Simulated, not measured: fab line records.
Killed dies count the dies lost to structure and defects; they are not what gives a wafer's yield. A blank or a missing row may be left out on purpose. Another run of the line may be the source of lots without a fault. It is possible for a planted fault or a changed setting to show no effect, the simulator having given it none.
What tool caused it? + flow nandHarc + 21 wafers sampled from 7 lots at 1 step of a route of 1159

== WHAT EACH GAUGE READ, for each wafer ==
NHARC_A_M0_OVL_MEAS_10: pitch 160 nm.
| lot  | measured     | on         | overlayXNm (nm) |
|------|--------------|------------|-----------------|
| L518 | day 18 04:26 | overlay-01 | 0.2 0.0 0.5     |
| L525 | day 19 13:59 | overlay-02 | -1.4 -0.7 -0.8  |
| L524 | day 20 04:43 | overlay-02 | 0.5 0.4 1.2     |
| L534 | day 21 05:07 | overlay-02 | 0.2 0.2 -0.4    |
| L536 | day 21 18:02 | overlay-02 | -0.1 0.0 0.2    |
| L539 | day 22 15:12 | overlay-02 | -0.8 -0.3 -0.9  |
| L541 | day 23 08:58 | overlay-01 | -1.3 -1.0 -1.3  |

== WHICH TOOL RAN EACH LOT (tool, then ch and the chambers of the sampled wafers, then the start) ==
The record shows no process step preceding these readings.

== THE ANSWER, worked out from the rows above alone ==
Rule: what is usual is taken from the lots themselves. Put in order of their means at a reading, lots are off if they are a third of the lots or fewer, leave a main group of 4 or more, and stand apart from it by a gap of 3 or more times the standard deviation of the main group's means; of several such gaps the widest counts. A main group whose means are all the same, to the digits that the tables above print for the reading, isn't used. A lot without any number at a reading at which 4 lots or more have one is off too. Where the step has rows for the other lots, those lots are counted as sound.
Across all readings shown, no lot is off: no conclusion can be drawn from this.

== WHAT THE SIMULATOR PUT IN ==
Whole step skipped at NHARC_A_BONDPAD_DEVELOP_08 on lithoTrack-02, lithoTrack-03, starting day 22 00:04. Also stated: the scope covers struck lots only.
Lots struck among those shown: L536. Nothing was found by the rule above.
